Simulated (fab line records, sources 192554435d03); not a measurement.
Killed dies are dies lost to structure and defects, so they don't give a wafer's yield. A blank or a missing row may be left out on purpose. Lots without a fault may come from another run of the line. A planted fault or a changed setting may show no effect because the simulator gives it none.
fab line records | flow n5_finfet
record lots=12 wafers=34 last_day=17
route steps=1938 shown BEOL_M10@1522
lots that met no fault: from a run of the same line without faults
start_h: hours from the record's first day to the start of the lot's first wafer shown | wait_h: hours since the lot's step before | " the same as in the row above | L1.1+2: a row that stands for several wafers | - no value, or no start given | * or withheld: withheld | < > ~ a bound
route shown NAME@n: a module of which the file shows steps, and the number in the route of the first | usual: mean/standard deviation of fault-free wafers | same: alike in all rows | chamber/n: place in a boat | sites: the reading at each site | _std_site: their standard deviation | _edge_site: outer sites' mean less inner sites' | radius_mm: how far each site lies from the wafer's centre | mask NAME#n: copy n | behind: the tool/chamber that last shaped the wafer | hold: why the lot was held/for how many hours/how that ended | device: the transistor (n, p or np) that didn't switch | end of line: the same wafers' tests at the end of the route | a step without rows: its recipe alone | killed: dies lost to structure and defects at the first sort, not the wafer's yield | map: a wafer's dies, x killed, . not, _ none there
set.NAME: the setting as run; set.NAME@STEP: as run at that earlier step | model.NAME: the simulator's own value behind a step, which no gauge read
steps of the route over a sample of lots; a table a step, a row a wafer
services: from which hour (start_h, from the record's first day; less than 0 if before it) a tool's chamber was out of use, for how many hours, and why
## steps
# step N5_BEOL_M10_DEGAS_44
# recipe ambient=vacuum temp_c=250 time_s=60
# usual heater_power_w=313/17
# columns lot.wafer tool chamber start_h wait_h heater_power_w
L602.1 pvd_sputter-03 - 213.85 0.6 341
L602.5 " - " " 310
L602.6 " - " " 312
L603.1 pvd_sputter-01 - 227.55 0.6 315
L603.2 " - " " 325
L603.4 " - " " 297
L604.4 pvd_sputter-01 - 234.77 0.3 315
L604.5 " - " " 317
L604.6 " - " " 305
L605.1 pvd_sputter-01 - 234.85 0.5 315
L605.2 " - " " 312
L605.6 " - " " 327
L606.1 pvd_sputter-01 - 235.41 0.7 317
L606.4 " - " " 317
L606.6 " - " " 329
L608.1 pvd_sputter-01 - 251.18 0.6 323
L608.3 " - " " 326
L611.1 pvd_sputter-03 - 267.93 0.6 311
L611.2 " - " " 342
L613.1 pvd_sputter-02 - 284.36 0.4 339
L613.2 " - " " 321
L613.4 " - " " 279
L618.1 pvd_sputter-02 - 314.86 0.4 330
L618.2 " - " " 273
L618.5 " - " " 327
L619.3 pvd_sputter-02 - 320.80 0.4 326
L619.4 " - " " 332
L619.6 " - " " 296
L623.2 pvd_sputter-02 - 342.06 0.6 302
L623.3 " - " " 326
L623.6 " - " " 274
L625.3 pvd_sputter-03 - 349.77 0.6 316
L625.4 " - " " 314
L625.6 " - " " 311
# step N5_BEOL_M10_PRE_CLEAN_45
# recipe gas=H2/He time_s=30 temp_c=250
# usual heater_power_w=314/18
# columns lot.wafer tool chamber start_h wait_h heater_power_w
L602.1 pvd_sputter-03 - 213.89 0.0 353
L602.5 " - " " 307
L602.6 " - " " 302
L603.1 pvd_sputter-01 - 227.59 0.0 319
L603.2 " - " " 319
L603.4 " - " " 312
L604.4 pvd_sputter-01 - 234.81 0.0 316
L604.5 " - " " 323
L604.6 " - " " 307
L605.1 pvd_sputter-01 - 234.89 0.0 321
L605.2 " - " " 321
L605.6 " - " " 318
L606.1 pvd_sputter-01 - 235.45 0.0 332
L606.4 " - " " 320
L606.6 " - " " 329
L608.1 pvd_sputter-01 - 251.22 0.0 321
L608.3 " - " " 314
L611.1 pvd_sputter-03 - 267.97 0.0 304
L611.2 " - " " 353
L613.1 pvd_sputter-02 - 284.40 0.0 324
L613.2 " - " " 329
L613.4 " - " " 271
L618.1 pvd_sputter-02 - 314.90 0.0 329
L618.2 " - " " 277
L618.5 " - " " 325
L619.3 pvd_sputter-02 - 320.84 0.0 336
L619.4 " - " " 330
L619.6 " - " " 304
L623.2 pvd_sputter-02 - 342.10 0.0 298
L623.3 " - " " 319
L623.6 " - " " 276
L625.3 pvd_sputter-03 - 349.81 0.0 305
L625.4 " - " " 301
L625.6 " - " " 313
# step N5_BEOL_M10_ECD_50
# recipe material=Cu target_thk_a=3180
# columns lot.wafer tool chamber start_h wait_h
L602.1+5+6 ecd_cu-01 0,1,0 214.77 0.1
L603.1+2+4 ecd_cu-02 1,0,0 228.65 0.1
L604.4+5+6 ecd_cu-02 1,1,0 235.68 0.1
L605.1+2+6 ecd_cu-02 1,0,1 235.77 0.1
L606.1+4+6 ecd_cu-01 1 236.19 0.1
L608.1+3 ecd_cu-02 1,0 253.79 0.1
L611.1+2 ecd_cu-02 1,0 268.73 0.1
L613.1+2+4 ecd_cu-02 1,0,1 287.18 0.1
L618.1+2+5 ecd_cu-01 0,1,1 315.69 0.1
L619.3+4+6 ecd_cu-01 1,0,1 323.31 0.1
L623.2+3+6 ecd_cu-02 0,1,1 342.75 0.1
L625.3+4+6 ecd_cu-02 1,0,1 350.76 0.1
# step N5_BEOL_M10_CMP_52
# recipe stop_on=SiCOH_lowk t_overpolish_s=7 down_force_psi=1 platen_rpm=50 clearing_platen_down_force_psi=1.5 clearing_platen_rpm=50 post_cmp_clean=cu_alkaline target_thk_nm=140 clearing_platen_pad_velocity_m_s=0.99484 pad_velocity_m_s=0.99484
# usual motor_current_A=6.3/0.6 platen_rpm=49.99/0.032 slurry_filter_dp_kPa=13.51/0.14 time_to_endpoint_s=65.8/2.6
# columns lot.wafer tool chamber start_h wait_h motor_current_A platen_rpm slurry_filter_dp_kPa time_to_endpoint_s
L602.1 cmp-01 3 215.25 0.3 5.9 49.94 13.44 70.5
L602.6 " 1 " " 6.1 50.00 13.59 67.1
L602.5 " 2 " " 7.4 50.03 13.55 71.0
L603.1 cmp-03 3 229.27 0.3 6.3 50.00 13.73 61.9
L603.2 " 0 " " 6.7 50.03 13.35 62.6
L603.4 " 1 " " 6.5 49.95 13.61 64.3
L604.4 cmp-03 2 236.14 0.2 5.7 49.98 13.85 65.5
L604.5 " 1 " " 6.7 49.95 13.36 63.1
L604.6 " 2 " " 5.5 49.97 13.50 63.1
L605.2 cmp-03 2 236.41 0.2 5.5 50.00 13.46 62.2
L605.1 " 3 " " 6.4 50.03 13.66 64.4
L605.6 " 2 " " 5.1 50.07 13.71 63.6
L606.4 cmp-04 1 237.30 0.1 6.8 49.98 13.49 70.6
L606.1 " 3 " " 5.6 50.02 13.72 66.4
L606.6 " 1 " " 6.4 49.98 13.32 69.9
L608.1 cmp-03 2 254.27 0.3 5.3 49.99 13.37 45.4
L608.3 " 3 " " 6.4 50.02 13.64 47.1
L611.2 cmp-01 3 269.60 0.4 5.3 49.99 13.63 67.6
L611.1 " 0 " " 6.8 49.99 13.57 47.9
L613.4 cmp-01 1 287.62 0.2 6.0 49.97 13.55 66.3
L613.1 " 2 " " 7.7 50.04 13.27 46.4
L613.2 " 3 " " 5.4 49.91 13.62 64.7
L618.2 cmp-04 1 316.27 0.2 6.5 49.92 13.68 66.9
L618.1 " 2 " " 6.7 50.01 13.60 65.6
L618.5 " 1 " " 6.5 49.99 13.85 64.4
L619.3 cmp-01 0 323.87 0.2 7.3 49.99 13.69 66.2
L619.4 " 1 " " 5.9 49.95 13.41 61.6
L619.6 " 0 " " 7.0 49.97 13.57 63.2
L623.3 cmp-04 0 343.16 0.2 6.3 50.00 13.58 66.4
L623.2 " 1 " " 6.5 50.03 13.44 67.7
L623.6 " 0 " " 6.1 49.96 13.64 68.9
L625.4 cmp-03 2 352.89 0.2 5.8 49.94 13.27 61.9
L625.3 " 3 " " 6.5 50.05 13.21 65.1
L625.6 " 1 " " 6.2 50.00 13.62 66.0
# step N5_BEOL_M10_THK_MEAS_53
# recipe thk_meas_gauge=xrf reads=Cu_of_BEOL_M10_ECD_50
# usual M10_THK=137.9/2.7
# columns lot.wafer tool chamber start_h wait_h M10_THK[nm]
L602.1 film_metro-01 - 215.47 - 135.5
L602.5 " - " " 145.1
L602.6 " - " " 132.6
L603.1 film_metro-02 - 229.57 - 136.5
L603.2 " - " " 134.2
L603.4 " - " " 137.1
L604.4 film_metro-01 - 236.39 - 137.3
L604.5 " - " " 138.2
L604.6 " - " " 139.5
L605.1 film_metro-01 - 236.66 - 136.5
L605.2 " - " " 137.1
L605.6 " - " " 138.2
L606.1 film_metro-02 - 237.60 - 138.6
L606.4 " - " " 137.9
L606.6 " - " " 137.5
L608.1 film_metro-02 - 254.57 - 137.6
L608.3 " - " " 137.9
L611.1 film_metro-02 - 269.82 - 140.1
L611.2 " - " " 139.0
L613.1 film_metro-01 - 287.88 - 134.8
L613.2 " - " " 136.5
L613.4 " - " " 135.5
L618.1 film_metro-02 - 316.57 - 140.4
L618.2 " - " " 143.8
L618.5 " - " " 138.9
L619.3 film_metro-02 - 324.16 - 141.3
L619.4 " - " " 141.9
L619.6 " - " " 143.9
L623.2 film_metro-01 - 343.45 - 141.6
L623.3 " - " " 139.8
L623.6 " - " " 138.8
L625.3 film_metro-01 - 353.11 - 133.6
L625.4 " - " " 135.2
L625.6 " - " " 136.4
## services
# columns tool chamber start_h hours kind
cmp-04 - 191.17 5.9 repair
cmp-04 - 214.02 4.0 pm
cmp-04 - 218.02 - consumable_replace:conditioner
cmp-04 - 218.02 - consumable_replace:pad
cmp-01 - 229.66 4.0 pm
cmp-01 - 233.66 - consumable_replace:conditioner
cmp-01 - 233.66 - consumable_replace:pad
cmp-04 - 243.72 28.0 repair
ecd_cu-02 - 255.17 0.2 repair
cmp-01 - 300.61 0.5 repair
ecd_cu-01 - 308.18 0.4 repair
cmp-04 - 340.01 0.6 repair
## key
first_sign step=N5_BEOL_M10_CMP_52 reading=time_to_endpoint_s direction=down sigmas=7.4 usual=* struck=*
effect none on later readings
met_at N5_BEOL_M10_ECD_50
struck_lots L608,L611,L613
struck_wafers L608.1,L608.3,L611.1,L613.1
not_acting_at N5_BEOL_M10_DEGAS_44,N5_BEOL_M10_PRE_CLEAN_45,N5_BEOL_M10_THK_MEAS_53
onset_between 235.77 253.79
fault kind=process_parameter_drift tool=ecd_cu-02 chamber=- onset_h=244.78 steps=N5_BEOL_M10_ECD_50 channel=target_thk_a offset=* shape=step end_h=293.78 scope=struck_wafers_only acts_in=* stated=*
